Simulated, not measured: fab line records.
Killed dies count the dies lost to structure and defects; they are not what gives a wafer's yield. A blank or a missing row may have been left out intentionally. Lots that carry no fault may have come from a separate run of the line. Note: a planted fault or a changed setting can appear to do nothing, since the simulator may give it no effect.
Which tool did it?	flow nand_harc	Sampling: 24 lots, 72 wafers, 3 of 1302 route steps

== WHAT THE GAUGES READ, wafer by wafer ==
NHARC_A_ONON_D2_THK_MEAS_24: measures by ellipsometry.
lot	measured	on	thk_nm (nm)
L074	day 13 01:13	film_metro-01	1010 1010 1010
L075	day 13 19:10	film_metro-01	996 995 996
L076	day 13 19:09	film_metro-01	1003 1003 1003
L077	day 14 11:01	film_metro-02	1014 1011 1011
L079	day 14 11:10	film_metro-01	994 995 995
L078	day 14 11:22	film_metro-02	995 992 993
L080	day 15 12:39	film_metro-02	999 998 998
L081	day 16 09:54	film_metro-01	987 989 989
L082	day 16 04:03	film_metro-01	1003 1004 1005
L083	day 16 09:55	film_metro-02	984 984 982
L084	day 17 04:26	film_metro-02	989 990 990
L085	day 17 19:42	film_metro-01	1005 1004 1004
L086	day 18 08:22	film_metro-01	997 999 998
L087	day 18 08:22	film_metro-02	994 993 995
L089	day 19 03:16	film_metro-01	981 979 982
L088	day 19 03:16	film_metro-02	1014 1013 1015
L090	day 19 12:05	film_metro-01	989 990 990
L091	day 20 01:18	film_metro-02	1002 1000 1003
L092	day 20 01:17	film_metro-01	985 984 985
L093	day 20 16:00	film_metro-02	998 995 998
L094	day 21 04:42	film_metro-01	987 986 986
L095	day 21 23:10	film_metro-02	1013 1012 1014
L096	day 22 11:55	film_metro-01	1000 1002 1000
L097	day 22 21:14	film_metro-01	987 986 986

== EACH LOT AND THE TOOL THAT RAN IT (in order: tool; ch and the chambers of the sampled wafers; start) ==
lot	NHARC_A_CHANNEL_FILL_D1_ETCHBACK_19	NHARC_A_CHANNEL_FILL_D1_CMP_10
L074	rie_si-03 ch 2,3, day 10 02:25	cmp-03 ch 1,2, day 11 02:11
L075	rie_si-05 ch 0,1,3, day 10 20:53	cmp-01 ch 0,2, day 11 21:12
L076	rie_si-04 ch 0,3, day 10 20:54	cmp-03 ch 0,1,3, day 11 21:16
L077	rie_si-05 ch 0,2,3, day 11 03:59	cmp-02 ch 0,1,2, day 12 03:11
L079	rie_si-04 ch 0,1, day 11 13:26	cmp-03 ch 0,1,3, day 12 16:37
L078	rie_si-03 ch 0,1,2, day 11 13:29	cmp-03 ch 1,2, day 12 12:44
L080	rie_si-03 ch 0,2,3, day 12 07:23	cmp-01 ch 0,2,3, day 13 06:52
L081	rie_si-05 ch 0,1, day 13 03:38	cmp-02 ch 0,2, day 14 09:50
L082	rie_si-03 ch 0,1,2, day 13 08:41	cmp-03 ch 0,3, day 14 06:01
L083	rie_si-04 ch 0,1,2, day 13 08:42	cmp-03 ch 0,2, day 14 09:50
L084	rie_si-04 ch 1,2, day 14 07:03	cmp-02 ch 0,1,2, day 15 06:18
L085	rie_si-03 ch 0,1,3, day 14 19:50	cmp-01 ch 1,2,3, day 15 21:28
L086	rie_si-05 ch 1,2, day 15 07:11	cmp-03 ch 1,2, day 16 07:46
L087	rie_si-03 ch 0,1, day 15 11:10	cmp-01 ch 0,1, day 16 07:47
L089	rie_si-03 ch 0,1,3, day 15 19:57	cmp-01 ch 0,2,3, day 16 19:29
L088	rie_si-05 ch 2,3, day 15 19:58	cmp-02 ch 0,3, day 16 19:31
L090	rie_si-05 ch 0,3, day 16 17:05	cmp-03 ch 0,1,3, day 17 16:38
L091	rie_si-03 ch 1,3, day 17 02:21	cmp-03 ch 0,1,2, day 18 02:04
L092	rie_si-04 ch 0,1,2, day 17 02:22	cmp-02 ch 1,2,3, day 18 02:05
L093	rie_si-04 ch 1,2,3, day 17 15:26	cmp-01 ch 0,2,3, day 18 14:37
L094	rie_si-03 ch 0,1,2, day 18 06:47	cmp-01 ch 0,1,2, day 19 07:20
L095	rie_si-04 ch 0,1, day 18 18:55	cmp-02 ch 0,3, day 19 18:31
L096	rie_si-04 ch 1,2, day 19 06:47	cmp-01 ch 0,2,3, day 20 07:47
L097	rie_si-03 ch 0,1,2, day 19 15:04	cmp-02 ch 2,3, day 20 14:46
- NHARC_A_CHANNEL_FILL_D1_ETCHBACK_19: etches the open film in HBr/Cl2, target depth 5 nm, time 1.7 s.
- NHARC_A_CHANNEL_FILL_D1_CMP_10: polishes, target thk 150 nm.

== WHAT THE TOOLS THEMSELVES READ (means of the sampled wafers that have a number; where no wafer has one, the mark that the record gives instead) ==
NHARC_A_CHANNEL_FILL_D1_ETCHBACK_19.
lot	tool	drypump_motor_current_A (A)	oes_product_au (a.u.)	throttle_valve_pct (%)
L074	rie_si-03	6.2	1.010	26.413
L075	rie_si-05	5.5	1.006	26.406
L076	rie_si-04	5.7	1.004	26.401
L077	rie_si-05	5.7	1.000	26.400
L079	rie_si-04	5.5	1.006	26.409
L078	rie_si-03	6.1	0.990	26.410
L080	rie_si-03	6.1	0.993	26.398
L081	rie_si-05	5.4	0.990	26.410
L082	rie_si-03	6.1	0.990	26.401
L083	rie_si-04	5.5	1.004	26.404
L084	rie_si-04	5.6	1.008	26.408
L085	rie_si-03	6.3	0.991	26.405
L086	rie_si-05	5.6	0.987	26.406
L087	rie_si-03	6.2	0.989	26.409
L089	rie_si-03	6.3	0.986	26.412
L088	rie_si-05	5.8	0.990	26.413
L090	rie_si-05	5.6	0.996	26.408
L091	rie_si-03	6.5	0.992	26.402
L092	rie_si-04	5.5	1.008	26.398
L093	rie_si-04	5.7	1.001	26.406
L094	rie_si-03	6.1	0.991	26.411
L095	rie_si-04	5.5	1.004	26.403
L096	rie_si-04	5.5	1.000	26.412
L097	rie_si-03	6.1	0.994	26.412

NHARC_A_CHANNEL_FILL_D1_CMP_10.
lot	tool	motor_current_A (A)	slurry_flow_ml_min	time_to_endpoint_s (s)
L074	cmp-03	11.4	150.2	14.7
L075	cmp-01	10.6	150.5	15.6
L076	cmp-03	11.0	150.4	17.9
L077	cmp-02	12.3	150.2	13.0
L079	cmp-03	11.4	149.7	13.2
L078	cmp-03	11.1	150.3	13.5
L080	cmp-01	11.5	150.1	13.9
L081	cmp-02	12.1	150.5	14.8
L082	cmp-03	11.4	149.9	12.8
L083	cmp-03	11.7	150.0	13.6
L084	cmp-02	12.0	149.9	10.5
L085	cmp-01	11.0	150.6	15.8
L086	cmp-03	11.5	149.6	13.4
L087	cmp-01	12.9	150.2	13.3
L089	cmp-01	11.3	149.5	13.7
L088	cmp-02	12.2	150.0	15.4
L090	cmp-03	11.3	149.9	14.9
L091	cmp-03	11.6	150.1	14.8
L092	cmp-02	11.3	150.2	11.0
L093	cmp-01	11.7	150.0	13.5
L094	cmp-01	11.5	149.5	13.1
L095	cmp-02	12.7	149.2	14.5
L096	cmp-01	11.5	149.8	13.6
L097	cmp-02	11.9	150.2	16.1

== THE ANSWER, worked out from the rows above alone ==
Rule: the lots themselves supply what counts as usual. Put in order of their means at a reading, lots are off if they are a third of the lots or fewer, leave a main group of 4 or more, and stand apart from it by a gap of 3 or more times the standard deviation of the main group's means; of several such gaps the widest counts. If all means in a main group match to the digits the tables above print for the reading, that group is not used. A lot without any number at a reading at which 4 lots or more have one is off too. The other lots that the step has rows for count as sound. After the gauges, taken in route order, come the tools' own readings; for these a lot's mean is taken, as printed above. At the first step where some lot is off, the reading lying furthest off is the one used; lots without a number count as furthest.
No lot is off on any of the readings shown, so nothing can be concluded from this.

== WHAT THE SIMULATOR HAD PUT IN ==
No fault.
